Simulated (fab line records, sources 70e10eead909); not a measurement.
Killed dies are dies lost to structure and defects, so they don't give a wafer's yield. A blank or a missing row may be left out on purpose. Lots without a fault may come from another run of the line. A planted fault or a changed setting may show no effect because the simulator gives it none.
fab line records | flow nand_harc
record lots=24 wafers=72 last_day=33
route steps=1302 shown A_CONTACT@1002
lots that met no fault: from a run of the same line without faults
start_h: hours from the record's first day to the start of the lot's first wafer shown | wait_h: hours since the lot's step before | " the same as in the row above | L1.1+2: a row that stands for several wafers | - no value, or no start given | * or withheld: withheld | < > ~ a bound
route shown NAME@n: a module of which the file shows steps, and the number in the route of the first | usual: mean/standard deviation of fault-free wafers | same: alike in all rows | chamber/n: place in a boat | sites: the reading at each site | _std_site: their standard deviation | _edge_site: outer sites' mean less inner sites' | radius_mm: how far each site lies from the wafer's centre | mask NAME#n: copy n | behind: the tool/chamber that last shaped the wafer | hold: why the lot was held/for how many hours/how that ended | device: the transistor (n, p or np) that didn't switch | end of line: the same wafers' tests at the end of the route | a step without rows: its recipe alone | killed: dies lost to structure and defects at the first sort, not the wafer's yield | map: a wafer's dies, x killed, . not, _ none there
set.NAME: the setting as run; set.NAME@STEP: as run at that earlier step | model.NAME: the simulator's own value behind a step, which no gauge read
steps of the route over a sample of lots; a table a step, a row a wafer
services: from which hour (start_h, from the record's first day; less than 0 if before it) a tool's chamber was out of use, for how many hours, and why
## steps
# step NHARC_A_CONTACT_ETCH_49
# recipe target_depth_a=2600 over_etch_frac=0.3 time_s=475.3 ion_energy_ev=200 n2_flow_sccm=150 h2_flow_sccm=150 ar_flow_sccm=0 rf_w=400 bias_w=150 chemistry=N2/H2
# usual drypump_motor_current_A=5.8/0.51 mfc_ar_sccm=0.006/0.0085 oes_product_au=1.003/0.01 rf_vpp_V=430/3.3 showerhead_plenum_p_Torr=2.01/0.12 throttle_valve_pct=14.172/0.0088
# same over_etch_frac=0.3
# columns lot.wafer tool chamber start_h wait_h drypump_motor_current_A mfc_ar_sccm oes_product_au rf_hours_counter_h rf_vpp_V showerhead_plenum_p_Torr throttle_valve_pct
L074.4 rie_diel-05 1 - - 5.8 0.008 0.991 12 427 1.91 14.178
L074.1 " 0 " " 6.1 0 0.975 12 434 2.17 14.183
L074.5 " 2 " " 6.5 0 0.979 - 426 1.88 14.173
L075.1 rie_diel-05 3 - - 5.4 0.023 1.003 14 428 1.93 14.173
L075.4 " 0 " " 6.1 0 0.992 14 433 2.17 14.179
L075.5 " 3 " " 5.4 0.023 1.004 - 427 1.93 14.175
L078.4 rie_diel-10 0 - - 5.6 0 1.009 28 425 1.89 14.171
L078.3 " 1 " " 6.5 0 0.997 32 430 2.01 14.168
L078.2 " 2 " " 5.9 0 0.993 37 434 2.10 14.153
L076.3 rie_diel-05 2 - - 6.5 0 0.989 18 426 1.88 14.183
L076.1 " 3 " " 5.4 0.023 1.001 18 428 1.93 14.158
L076.5 " 1 " " 5.8 0.008 1.000 - 426 1.90 14.165
L079.4 rie_diel-06 2 - - 4.6 0 0.996 11 430 2.06 14.156
L079.1 " 3 " " 5.3 0 1.005 11 428 1.99 14.180
L079.6 " 1 " " 6.0 0.013 1.000 - 426 1.91 14.176
L077.4 rie_diel-05 2 - - 6.4 0 0.985 19 426 1.88 14.160
L077.1 " 3 " " 5.4 0.023 1.002 19 427 1.93 14.176
L077.3 " 1 " " 5.8 0.008 0.996 19 427 1.90 14.164
L081.3 rie_diel-06 0 - - 6.4 0 1.003 16 430 2.07 14.165
L081.2 " 3 " " 5.3 0 1.006 16 429 1.99 14.172
L081.6 " 1 " " 6.0 0.013 0.998 - 427 1.91 14.159
L080.2 rie_diel-05 0 - - 6.1 0 0.990 22 435 2.16 14.175
L080.4 " 1 " " 5.8 0.008 1.016 22 427 1.90 14.174
L080.6 " 2 " " 6.5 0 1.004 - 426 1.88 14.166
L084.2 rie_diel-05 1 - - 5.8 0.008 1.008 25 426 1.90 14.164
L084.1 " 3 " " 5.4 0.023 1.012 26 429 1.93 14.171
L084.6 " 1 " " 5.8 0.008 1.007 - 428 1.90 14.158
L082.2 rie_diel-10 3 - - 5.0 0 1.004 48 432 2.06 14.170
L082.6 " 3 " " 5.0 0 1.005 - 431 2.06 14.173
L082.5 " 0 " " 5.6 0 1.004 - 427 1.88 14.182
L083.4 rie_diel-05 3 - - 5.4 0.023 1.003 27 428 1.93 14.181
L083.3 " 0 " " 6.1 0 0.987 26 433 2.16 14.172
L083.2 " 2 " " 6.5 0 1.008 26 425 1.88 14.165
L085.1 rie_diel-05 3 - - 5.4 0.023 1.018 2 428 1.92 14.170
L085.3 " 0 " " 6.1 0 0.992 2 433 2.16 14.167
L085.6 " 2 " " 6.4 0 0.994 - 435 2.22 14.172
L086.4 rie_diel-05 2 - - 6.5 0 0.989 3 434 2.22 14.180
L086.2 " 3 " " 5.4 0.023 1.023 3 426 1.92 14.174
L086.6 " 1 " " 5.8 0.008 1.005 - 428 1.90 14.164
L087.4 rie_diel-06 3 - - 5.3 0 1.015 49 430 1.98 14.172
L087.2 " 2 " " 4.6 0 0.997 48 431 2.05 14.171
L087.5 " 0 " " 6.4 0 1.003 - 430 2.06 14.169
L088.3 rie_diel-05 0 - - 6.1 0 0.998 7 435 2.16 14.177
L088.2 " 1 " " 5.8 0.008 1.007 7 425 1.90 14.174
L088.5 " 3 " " 5.4 0.023 1.027 - 427 1.92 14.181
L089.2 rie_diel-05 0 - - 6.1 0 0.989 8 434 2.16 14.174
L089.3 " 1 " " 5.8 0.008 0.998 8 426 1.90 14.167
L089.4 " 2 " " 6.4 0 1.005 7 434 2.22 14.167
L090.2 rie_diel-05 3 - - 5.4 0.023 1.017 10 427 1.92 14.179
L090.3 " 1 " " 5.8 0.008 1.005 13 427 1.90 14.184
L090.6 " 2 " " 6.5 0 1.008 - 435 2.21 14.170
L091.2 rie_diel-05 1 - - 5.8 0.008 1.010 13 428 1.90 14.192
L091.3 " 2 " " 6.5 0 0.999 12 435 2.21 14.163
L091.6 " 1 " " 5.8 0.008 1.011 - 428 1.90 14.180
L093.4 rie_diel-06 1 - - 6.0 0.013 1.006 63 427 1.89 14.161
L093.1 " 0 " " 6.4 0 1.001 62 431 2.05 14.175
L093.5 " 1 " " 6.0 0.013 1.010 - 426 1.89 14.180
L092.3 rie_diel-05 0 - - 6.1 0 0.991 17 433 2.16 14.180
L092.6 " 2 " " 6.4 0 1.003 - 435 2.21 14.154
L092.5 " 3 " " 5.4 0.023 1.021 - 427 1.92 14.163
L095.3 rie_diel-06 1 - - 6.0 0.013 1.004 4 425 1.89 14.178
L095.2 " 2 " " 4.6 0 1.015 4 431 2.04 14.151
L095.1 " 3 " " 5.3 0 1.002 4 430 1.97 14.178
L094.4 rie_diel-05 0 - - 6.1 0 0.995 21 435 2.16 14.174
L094.6 " 2 " " 6.4 0 0.993 - 435 2.21 14.175
L094.5 " 3 " " 5.4 0.023 1.011 - 427 1.92 14.171
L096.1 rie_diel-10 1 - - 6.5 0 1.014 31 431 1.99 14.178
L096.2 " 2 " " 5.9 0 1.014 29 433 2.08 14.167
L096.6 " 0 " " 5.7 0 1.024 - 435 2.21 14.197
L097.3 rie_diel-10 3 - - 5.0 0 0.993 29 430 2.05 14.161
L097.1 " 0 " " 5.7 0 1.022 30 435 2.21 14.163
L097.5 " 2 " " 6.0 0 1.007 - 430 2.08 14.169
# step NHARC_A_CONTACT_ETCH_113
# recipe source_w=withheld pressure_mtorr=20 bias_v=3000 time_s=190 target_depth_a=18500 ar_flow_sccm=withheld c4f8_flow_sccm=withheld o2_flow_sccm=withheld chemistry=C4F8/O2/Ar
# columns lot.wafer tool chamber start_h wait_h rf_hours_counter_h
L074.1 har_cap_etch-01 1 492.60 0.2 127
L074.4 " 0 " " -
L074.5 " 1 " " -
L075.1 har_cap_etch-03 1 502.88 0.1 42
L075.4 " 1 " " -
L075.5 " 0 " " -
L078.2 har_cap_etch-02 1 524.76 0.1 86
L078.3 " 1 " " -
L078.4 " 0 " " -
L076.1 har_cap_etch-03 0 524.91 0.1 46
L076.3 " 1 " " -
L076.5 " 1 " " -
L079.1 har_cap_etch-01 0 530.21 0.1 2
L079.4 " 1 " " -
L079.6 " 1 " " -
L077.1 har_cap_etch-02 1 533.06 0.1 88
L077.3 " 1 " " -
L077.4 " 0 " " -
L081.2 har_cap_etch-03 0 544.85 0.1 51
L081.3 " 1 " " -
L081.6 " 1 " " -
L080.2 har_cap_etch-03 0 554.61 0.1 53
L080.4 " 1 " " -
L080.6 " 0 " " -
L084.1 har_cap_etch-01 1 577.72 0.1 11
L084.2 " 0 " " 11
L084.6 " 1 " " -
L082.2 har_cap_etch-03 1 579.05 0.1 57
L082.6 " 0 " " -
L082.5 " 1 " " -
L083.2 har_cap_etch-02 0 579.37 0.1 98
L083.4 " 0 " " -
L083.3 " 1 " " -
L085.1 har_cap_etch-01 1 610.27 0.1 17
L085.3 " 0 " " -
L085.6 " 1 " " -
L086.2 har_cap_etch-03 0 616.70 0.1 62
L086.4 " 0 " " -
L086.6 " 1 " " -
L087.2 har_cap_etch-03 0 630.64 0.1 65
L087.4 " 1 " " -
L087.5 " 0 " " -
L088.2 har_cap_etch-02 1 633.97 0.1 105
L088.3 " 0 " " -
L088.5 " 0 " " -
L089.2 har_cap_etch-03 1 635.85 0.1 67
L089.4 " 0 " " -
L089.3 " 1 " " -
L090.2 har_cap_etch-02 1 647.75 0.1 109
L090.3 " 1 " " -
L090.6 " 0 " " -
L091.2 har_cap_etch-03 1 649.02 0.1 71
L091.3 " 1 " " -
L091.6 " 0 " " -
L093.1 har_cap_etch-01 0 665.43 0.1 28
L093.4 " 0 " " -
L093.5 " 1 " " -
L092.3 har_cap_etch-02 0 670.00 0.1 -
L092.5 " 1 " " -
L092.6 " 0 " " -
L095.2 har_cap_etch-03 0 691.81 0.1 79
L095.1 " 1 " " 79
L095.3 " 1 " " -
L094.4 har_cap_etch-02 0 692.95 0.1 -
L094.6 " 1 " " -
L094.5 " 0 " " -
L096.2 har_cap_etch-02 1 707.53 0.1 121
L096.1 " 0 " " 121
L096.6 " 1 " " -
L097.1 har_cap_etch-01 1 719.70 0.1 37
L097.3 " 0 " " -
L097.5 " 1 " " -
# step NHARC_A_CONTACT_ETCH_96
# recipe target_depth_a=200 over_etch_frac=0.5 time_s=10 ion_energy_ev=250 c4f6_flow_sccm=25 o2_flow_sccm=20 ar_flow_sccm=500 rf_w=600 bias_w=500 chemistry=C4F6/O2
# usual drypump_motor_current_A=5.9/0.49 mfc_ar_sccm=499.9/1.6 o2_flow_sccm=20.01/0.063 oes_product_au=0.972/0.028 rf_vpp_V=546/4.4 showerhead_plenum_p_Torr=3.87/0.21 throttle_valve_pct=26.904/0.0087
# same over_etch_frac=0.5
# columns lot.wafer tool chamber start_h wait_h drypump_motor_current_A mfc_ar_sccm o2_flow_sccm oes_product_au rf_hours_counter_h rf_vpp_V showerhead_plenum_p_Torr throttle_valve_pct
L074.4 rie_diel-05 1 - - 5.9 499.6 19.97 0.948 14 542 3.69 26.900
L074.1 " 0 " " 6.1 502.3 20.06 0.946 14 551 4.14 26.911
L074.5 " 1 " " 5.8 497.6 20.00 0.955 - 540 3.69 26.908
L075.1 rie_diel-05 2 - - 6.4 501.1 20.13 0.944 15 540 3.65 26.894
L075.4 " 0 " " 6.1 498.1 19.92 0.938 15 551 4.14 26.889
L075.5 " 1 " " 5.8 501.4 19.99 0.942 - 543 3.69 26.902
L078.2 rie_diel-05 2 - - 6.4 499.6 19.97 1.003 19 541 3.65 26.912
L078.3 " 3 " " 5.5 498.3 20.07 0.998 18 543 3.73 26.914
L078.4 " 1 " " 5.8 499.1 20.02 1.009 19 542 3.69 26.900
L076.3 rie_diel-05 3 - - 5.4 498.8 20.03 0.976 18 545 3.73 26.904
L076.1 " 0 " " 6.1 500.2 19.98 0.954 18 551 4.14 26.896
L076.5 " 2 " " 6.4 502.3 19.89 0.941 - 539 3.65 26.893
L079.1 rie_diel-05 1 - - 5.8 502.4 19.95 1.004 19 541 3.69 26.908
L079.4 " 2 " " 6.4 502.2 20.06 0.994 20 540 3.65 26.889
L079.6 " 3 " " 5.4 499.0 19.84 0.995 - 542 3.73 26.902
L077.4 rie_diel-06 1 - - 6.0 499.4 19.99 0.998 14 542 3.70 26.906
L077.1 " 2 " " 4.6 500.1 19.96 1.001 15 547 3.95 26.915
L077.3 " 3 " " 5.4 503.2 20.02 1.018 14 546 3.84 26.899
L081.3 rie_diel-05 2 - - 6.5 500.2 20.07 0.995 22 541 3.65 26.917
L081.2 " 3 " " 5.4 500.3 19.96 0.992 22 543 3.73 26.887
L081.6 " 3 " " 5.5 499.6 19.92 1.002 - 542 3.73 26.906
L080.2 rie_diel-05 0 - - 6.1 498.1 20.04 0.927 24 551 4.14 26.908
L080.4 " 1 " " 5.8 500.1 19.97 0.955 24 542 3.69 26.886
L080.6 " 0 " " 6.1 498.3 20.04 0.933 - 550 4.14 26.895
L084.1 rie_diel-05 0 - - 6.1 502.0 20.02 0.949 27 550 4.13 26.902
L084.2 " 2 " " 6.4 499.5 20.02 0.950 28 540 3.65 26.908
L084.6 " 0 " " 6.1 500.4 20.06 0.943 - 551 4.13 26.906
L082.2 rie_diel-05 3 - - 5.5 497.4 20.06 0.996 28 543 3.73 26.903
L082.5 " 2 " " 6.5 499.9 20.09 0.994 - 541 3.65 26.907
L082.6 " 3 " " 5.4 499.4 20.05 0.997 - 543 3.73 26.903
L083.4 rie_diel-06 3 - - 5.3 497.9 20.01 0.956 32 545 3.83 26.901
L083.2 " 0 " " 6.4 500.5 20.00 0.951 32 548 3.96 26.901
L083.3 " 1 " " 6.0 499.8 20.07 0.942 33 541 3.69 26.890
L085.3 rie_diel-05 1 - - 5.8 501.5 19.96 0.982 3 543 3.68 26.902
L085.1 " 0 " " 6.1 499.9 19.99 0.958 3 553 4.13 26.904
L085.6 " 2 " " 6.5 500.0 19.96 0.982 - 552 4.23 26.895
L086.2 rie_diel-05 2 619.52 0.1 6.4 499.3 20.04 0.949 4 552 4.22 26.901
L086.4 " 2 " " 6.4 501.4 19.94 0.950 - 553 4.22 26.904
L086.6 " 3 " " 5.4 501.3 19.97 0.969 - 542 3.73 26.894
L087.2 rie_diel-05 0 - - 6.1 500.1 20.10 0.994 8 551 4.13 26.884
L087.4 " 2 " " 6.4 499.4 19.99 1.007 7 552 4.22 26.901
L087.5 " 0 " " 6.1 501.5 20.12 1.007 - 552 4.13 26.908
L088.3 rie_diel-05 3 - - 5.4 500.3 20.08 0.978 8 544 3.72 26.890
L088.2 " 1 " " 5.8 501.5 19.95 0.953 10 541 3.68 26.900
L088.5 " 3 " " 5.4 499.0 20.03 0.980 - 543 3.72 26.896
L089.3 rie_diel-05 3 - - 5.4 497.6 19.97 0.958 8 543 3.72 26.897
L089.2 " 0 " " 6.1 500.6 19.93 0.932 10 551 4.13 26.910
L089.4 " 1 " " 5.8 497.8 20.10 0.935 10 541 3.68 26.904
L090.3 rie_diel-05 1 - - 5.9 497.8 19.95 0.941 15 543 3.68 26.907
L090.2 " 2 " " 6.4 500.1 19.93 0.945 13 553 4.22 26.890
L090.6 " 1 " " 5.8 498.8 19.99 0.940 - 544 3.68 26.920
L091.2 rie_diel-05 1 - - 5.8 500.0 19.94 0.952 15 541 3.68 26.907
L091.3 " 3 " " 5.4 500.6 20.11 0.960 12 543 3.72 26.911
L091.6 " 1 " " 5.8 498.5 19.99 0.962 - 542 3.68 26.895
L093.1 rie_diel-10 1 - - 6.5 499.4 20.08 1.013 20 546 3.85 26.923
L093.4 " 2 " " 6.0 501.6 19.90 1.011 20 549 4.00 26.908
L093.5 " 1 " " 6.5 500.6 20.09 1.022 - 545 3.85 26.908
L092.3 rie_diel-06 0 - - 6.3 498.8 20.16 1.004 0 545 3.94 26.899
L092.6 " 1 " " 6.0 499.8 19.92 1.005 - 541 3.67 26.899
L092.5 " 2 " " 4.6 498.7 19.95 1.008 - 547 3.93 26.905
L095.2 rie_diel-05 1 - - 5.8 501.1 19.96 0.981 21 540 3.67 26.901
L095.3 " 2 " " 6.5 501.6 20.12 0.967 20 552 4.21 26.900
L095.1 " 3 " " 5.4 497.9 19.92 0.995 21 543 3.72 26.908
L094.4 rie_diel-05 0 - - 6.1 496.8 20.10 0.947 22 551 4.12 26.899
L094.6 " 1 " " 5.8 498.8 19.99 0.953 - 541 3.67 26.900
L094.5 " 2 " " 6.4 501.9 20.06 0.940 - 552 4.21 26.902
L096.1 rie_diel-10 1 - - 6.5 502.1 20.01 0.960 32 545 3.84 26.897
L096.2 " 0 " " 5.6 500.8 20.02 0.954 28 553 4.21 26.927
L096.6 " 2 " " 5.9 496.9 19.94 0.959 - 548 4.00 26.909
L097.1 rie_diel-06 3 - - 5.4 498.8 20.01 1.003 17 546 3.80 26.892
L097.3 " 1 " " 6.0 499.9 20.00 1.008 20 542 3.66 26.907
L097.5 " 2 " " 4.6 501.1 19.96 0.998 - 546 3.91 26.896
# step NHARC_A_CONTACT_DEP_58
# recipe target_thk_a=900 target_thk_nm=90 temp_c=400 pressure_torr=3.5 flow_sccm=200 rf_w=350 material=SiON
# usual heater_power_w=790/71
# columns lot.wafer tool chamber start_h wait_h heater_power_w
L074.1 pecvd-04 0 500.51 2.8 678
L074.4 " 2 " " 775
L074.5 " 0 " " 706
L075.1 pecvd-03 1 510.33 2.7 895
L075.5 " 1 " " 898
L075.4 " 2 " " 694
L078.3 pecvd-04 1 532.52 1.6 793
L078.2 " 0 " " 766
L078.4 " 0 " " 769
L076.1 pecvd-03 2 533.23 2.8 624
L076.3 " 0 " " 816
L076.5 " 1 " " 835
L079.1 pecvd-02 2 537.62 2.7 896
L079.4 " 2 " " 921
L079.6 " 0 " " 683
L077.3 pecvd-02 0 541.94 1.6 699
L077.1 " 2 " " 891
L077.4 " 0 " " 696
L081.3 pecvd-04 0 553.49 1.7 774
L081.2 " 1 " " 785
L081.6 " 2 " " 661
L080.2 pecvd-03 1 562.05 2.2 798
L080.6 " 1 " " 797
L080.4 " 2 " " 855
L084.1 pecvd-03 0 584.85 2.7 664
L084.2 " 2 " " 695
L084.6 " 2 " " 698
L082.2 pecvd-03 0 588.07 2.2 661
L082.5 " 2 " " 788
L082.6 " 1 " " 853
L083.3 pecvd-04 1 588.24 1.6 706
L083.2 " 2 " " 751
L083.4 " 2 " " 749
L085.3 pecvd-02 2 623.31 1.7 902
L085.1 " 1 " " 695
L085.6 " 1 " " 737
L086.2 pecvd-02 0 626.50 2.2 808
L086.4 " 0 " " 810
L086.6 " 2 " " 917
L087.2 pecvd-03 2 639.05 2.2 818
L087.4 " 0 " " 747
L087.5 " 1 " " 886
L088.2 pecvd-02 2 641.06 2.2 889
L088.3 " 0 " " 742
L088.5 " 2 " " 901
L089.3 pecvd-02 2 643.02 1.7 864
L089.2 " 0 " " 714
L089.4 " 1 " " 841
L090.2 pecvd-03 1 654.85 2.2 895
L090.3 " 2 " " 729
L090.6 " 0 " " 798
L091.2 pecvd-04 1 658.04 2.2 812
L091.3 " 0 " " 739
L091.6 " 0 " " 743
L093.1 pecvd-03 1 672.60 2.8 749
L093.4 " 0 " " 747
L093.5 " 1 " " 756
L092.3 pecvd-02 2 678.45 1.7 870
L092.6 " 1 " " 718
L092.5 " 0 " " 829
L095.1 pecvd-04 1 698.86 2.7 776
L095.3 " 2 " " 806
L095.2 " 0 " " 775
L094.6 pecvd-04 2 700.05 0.1 867
L094.5 " 0 " " 758
L094.4 " 1 " " 756
L096.2 pecvd-04 0 716.26 2.2 760
L096.1 " 2 " " 813
L096.6 " 0 " " 773
L097.1 pecvd-02 1 729.04 2.8 836
L097.3 " 2 " " 905
L097.5 " 1 " " 852
# step NHARC_A_CONTACT_ETCH_130
# recipe source_w=withheld pressure_mtorr=20 bias_v=3000 time_s=197 target_depth_a=19180 ar_flow_sccm=withheld c4f8_flow_sccm=withheld o2_flow_sccm=withheld chemistry=C4F8/O2/Ar
# columns lot.wafer tool chamber start_h wait_h rf_hours_counter_h
L074.1 har_cap_etch-02 0 504.02 0.1 84
L074.4 " 1 " " -
L074.5 " 0 " " -
L075.1 har_cap_etch-03 0 513.74 0.1 45
L075.4 " 0 " " -
L075.5 " 0 " " -
L078.2 har_cap_etch-03 1 536.06 0.1 49
L078.4 " 1 " " -
L078.3 " 0 " " -
L076.1 har_cap_etch-01 0 536.73 0.1 5
L076.3 " 0 " " -
L076.5 " 0 " " -
L079.1 har_cap_etch-02 1 541.29 0.1 91
L079.4 " 0 " " -
L079.6 " 1 " " -
L077.1 har_cap_etch-01 0 545.51 0.1 6
L077.4 " 1 " " -
L077.3 " 0 " " -
L081.2 har_cap_etch-02 0 557.04 0.1 96
L081.3 " 1 " " -
L081.6 " 1 " " -
L080.2 har_cap_etch-03 1 567.12 0.1 56
L080.4 " 1 " " -
L080.6 " 1 " " -
L084.2 har_cap_etch-01 0 591.16 0.1 14
L084.1 " 1 " " 14
L084.6 " 1 " " -
L082.2 har_cap_etch-03 1 592.25 0.1 60
L082.5 " 0 " " -
L082.6 " 1 " " -
L083.2 har_cap_etch-02 0 592.91 0.1 101
L083.4 " 1 " " -
L083.3 " 0 " " -
L085.1 har_cap_etch-02 1 626.78 0.1 104
L085.3 " 1 " " -
L085.6 " 0 " " -
L086.2 har_cap_etch-01 0 629.92 0.1 20
L086.4 " 0 " " -
L086.6 " 0 " " -
L087.2 har_cap_etch-02 1 642.52 0.1 108
L087.4 " 1 " " -
L087.5 " 0 " " -
L088.2 har_cap_etch-03 0 644.58 0.1 70
L088.3 " 0 " " -
L088.5 " 0 " " -
L089.2 har_cap_etch-01 0 646.39 0.1 24
L089.3 " 0 " " -
L089.4 " 1 " " -
L090.2 har_cap_etch-03 0 658.24 0.1 74
L090.3 " 1 " " -
L090.6 " 0 " " -
L091.2 har_cap_etch-02 1 661.47 0.1 114
L091.3 " 0 " " -
L091.6 " 1 " " -
L093.1 har_cap_etch-01 0 676.07 0.1 31
L093.4 " 0 " " -
L093.5 " 0 " " -
L092.3 har_cap_etch-03 0 681.91 0.1 -
L092.6 " 0 " " -
L092.5 " 1 " " -
L095.2 har_cap_etch-01 1 702.28 0.1 34
L095.1 " 0 " " 34
L095.3 " 1 " " -
L094.4 har_cap_etch-03 0 703.46 0.1 -
L094.6 " 1 " " -
L094.5 " 0 " " -
L096.1 har_cap_etch-02 1 719.80 0.1 124
L096.2 " 0 " " 124
L096.6 " 0 " " -
L097.1 har_cap_etch-01 0 732.55 0.1 40
L097.3 " 1 " " -
L097.5 " 1 " " -
# step NHARC_A_CONTACT_CD_MEAS_80
# usual cd_nm=289.6/0.81
# columns lot.wafer tool chamber start_h wait_h cd_nm
L074.1 cd_sem-01 - 505.52 - 290.9
L074.4 " - " " 290.1
L074.5 " - " " 290.9
L075.1 cd_sem-01 - 515.27 - 288.6
L075.4 " - " " 288.8
L075.5 " - " " 288.1
L078.2 cd_sem-01 - 537.61 - 288.6
L078.3 " - " " 288.7
L078.4 " - " " 289.3
L076.1 cd_sem-01 - 538.26 - 289.6
L076.3 " - " " 290.0
L076.5 " - " " 289.4
L079.1 cd_sem-02 - 542.85 - 290.7
L079.4 " - " " 290.4
L079.6 " - " " 290.4
L077.1 cd_sem-03 - 547.01 - 290.1
L077.3 " - " " 290.2
L077.4 " - " " 289.6
L081.2 cd_sem-01 - 558.56 - 290.0
L081.3 " - " " 290.2
L081.6 " - " " 290.3
L080.2 cd_sem-01 - 568.66 - 289.0
L080.4 " - " " 288.8
L080.6 " - " " 289.2
L084.1 cd_sem-02 - 592.71 - 289.5
L084.2 " - " " 289.5
L084.6 " - " " 289.8
L082.2 cd_sem-02 - 593.79 - 290.0
L082.5 " - " " 290.7
L082.6 " - " " 290.5
L083.2 cd_sem-03 - 594.46 - 290.7
L083.3 " - " " 291.2
L083.4 " - " " 290.5
L085.1 cd_sem-03 - 628.32 - 289.4
L085.3 " - " " 289.4
L085.6 " - " " 289.4
L086.2 cd_sem-02 - 631.46 - 289.6
L086.4 " - " " 290.2
L086.6 " - " " 290.2
L087.2 cd_sem-01 - 644.05 - 289.5
L087.4 " - " " 289.1
L087.5 " - " " 289.2
L088.2 cd_sem-03 - 646.12 - 290.0
L088.3 " - " " 290.1
L088.5 " - " " 289.9
L089.2 cd_sem-02 - 647.92 - 289.9
L089.3 " - " " 290.2
L089.4 " - " " 290.1
L090.2 cd_sem-03 - 660.24 - 287.7
L090.3 " - " " 288.8
L090.6 " - " " 287.8
L091.2 cd_sem-03 - 662.98 - 290.3
L091.3 " - " " 290.9
L091.6 " - " " 290.1
L093.1 cd_sem-02 - 677.61 - 289.5
L093.4 " - " " 289.2
L093.5 " - " " 289.3
L092.3 cd_sem-01 - 683.44 - 288.2
L092.5 " - " " 287.9
L092.6 " - " " 289.0
L095.1 cd_sem-03 - 703.82 - 288.5
L095.2 " - " " 288.6
L095.3 " - " " 289.0
L094.4 cd_sem-03 - 704.91 - 289.1
L094.5 " - " " 289.6
L094.6 " - " " 289.5
L096.1 cd_sem-03 - 721.34 - 288.7
L096.2 " - " " 289.1
L096.6 " - " " 289.0
L097.1 cd_sem-01 - 734.08 - 289.8
L097.3 " - " " 289.5
L097.5 " - " " 290.1
## services
# columns tool chamber start_h hours kind
rie_diel-06 0 474.62 15.1 repair
pecvd-02 2 476.53 45.7 repair
rie_diel-06 - 486.56 9.0 pm
rie_diel-05 0 489.15 - clean
rie_diel-05 1 489.15 - clean
rie_diel-05 2 489.15 - clean
har_cap_etch-01 - 497.00 17.0 pm
pecvd-03 - 547.56 13.0 pm
rie_diel-06 3 557.88 3.3 repair
har_cap_etch-03 - 577.37 0.2 repair
rie_diel-05 - 583.65 9.0 pm
pecvd-02 - 589.73 13.0 pm
rie_diel-10 - 596.69 9.0 pm
rie_diel-06 0 602.96 9.3 repair
har_cap_etch-02 - 610.61 0.9 repair
rie_diel-05 0 617.74 2.8 repair
har_cap_etch-02 - 623.70 0.3 repair
pecvd-04 - 631.00 13.0 pm
rie_diel-06 1 636.48 1.5 repair
rie_diel-06 - 663.58 9.0 pm
rie_diel-06 0 695.97 2.9 repair
pecvd-04 2 722.76 23.0 repair
rie_diel-10 0 726.04 1.5 repair
pecvd-03 - 728.56 13.0 pm
## key
fault none
